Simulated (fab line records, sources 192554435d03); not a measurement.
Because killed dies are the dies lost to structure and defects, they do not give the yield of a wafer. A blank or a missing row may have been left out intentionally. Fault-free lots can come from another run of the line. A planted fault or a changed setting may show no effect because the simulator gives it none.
Matching of chambers	flow n5_finfet	rie_diel-05 running N5_BEOL_M9_STRIP_36: 4 sister chambers
The step strips in N2/H2. 18 wafers are shown with their chamber, then 9 later ones without.

== WAFERS, EACH WITH ITS CHAMBER ==
wafer	chamber	showerhead_plenum_p_Torr (Torr)	drypump_motor_current_A (A)	throttle_valve_pct (%)
L079.2	3	2.61	5.7	23.5
L079.3	0	2.45	5.1	24.1
L079.6	2	2.56	5.8	23.4
L081.4	2	2.56	5.8	23.4
L081.5	1	2.55	5.8	23.4
L081.6	2	2.56	5.8	23.4
L085.1	0	2.44	5.2	24.2
L085.3	3	2.61	5.7	23.6
L085.5	0	2.44	5.1	24.1
L084.1	1	2.54	5.8	23.4
L084.3	0	2.44	5.1	24.2
L084.4	3	2.61	5.7	23.6
L086.1	3	2.61	5.7	23.6
L086.3	1	2.54	5.8	23.4
L086.5	3	2.61	5.7	23.6
L090.1	1	2.54	5.8	23.5
L090.5	0	2.44	5.1	24.2
L090.6	1	2.54	5.8	23.4

SIGNATURES (averages over the wafers above)
reading	chamber 0	chamber 1	chamber 2	chamber 3	scatter within a chamber
showerhead_plenum_p_Torr	2.4420	2.5420	2.5600	2.6100	0.00338
drypump_motor_current_A	5.120	5.800	5.800	5.700	0.0239
throttle_valve_pct	24.160	23.420	23.400	23.580	0.0447
Rule: a wafer's distance from a chamber is the root of the sum, over the readings, of the square of ((its reading less the chamber's mean) divided by the reading's scatter). The wafer belongs to the nearest chamber; if the next one is less than 2 further off, it can't be placed. The scatter: the root of (the sum of the squares of (reading less its chamber's mean) over the shown wafers, divided by (wafers less chambers)).

== WAFERS WITH NO CHAMBER GIVEN ==
wafer	showerhead_plenum_p_Torr (Torr)	drypump_motor_current_A (A)	throttle_valve_pct (%)
L091.1	2.53	5.8	23.5
L091.5	2.60	5.7	23.1
L091.6	2.55	5.9	23.5
L096.1	2.60	5.7	23.1
L096.5	2.43	5.1	24.2
L096.6	2.60	5.7	23.1
L097.4	2.43	5.1	24.2
L097.5	2.53	5.8	23.4
L097.6	2.55	5.8	23.5

== THE CHAMBER EACH PASSED THROUGH ==
wafer	from the rows above	in truth
L091.1	1	1
L091.5	3	3
L091.6	can't be placed: 1 or 2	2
L096.1	3	3
L096.5	0	0
L096.6	3	3
L097.4	0	0
L097.5	1	1
L097.6	can't be placed: 1 or 2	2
Correct placement for 7 of the 9. Cannot be placed on the basis of these rows: 2; the candidates contain the true chamber in 2. Wrongly placed: 0.
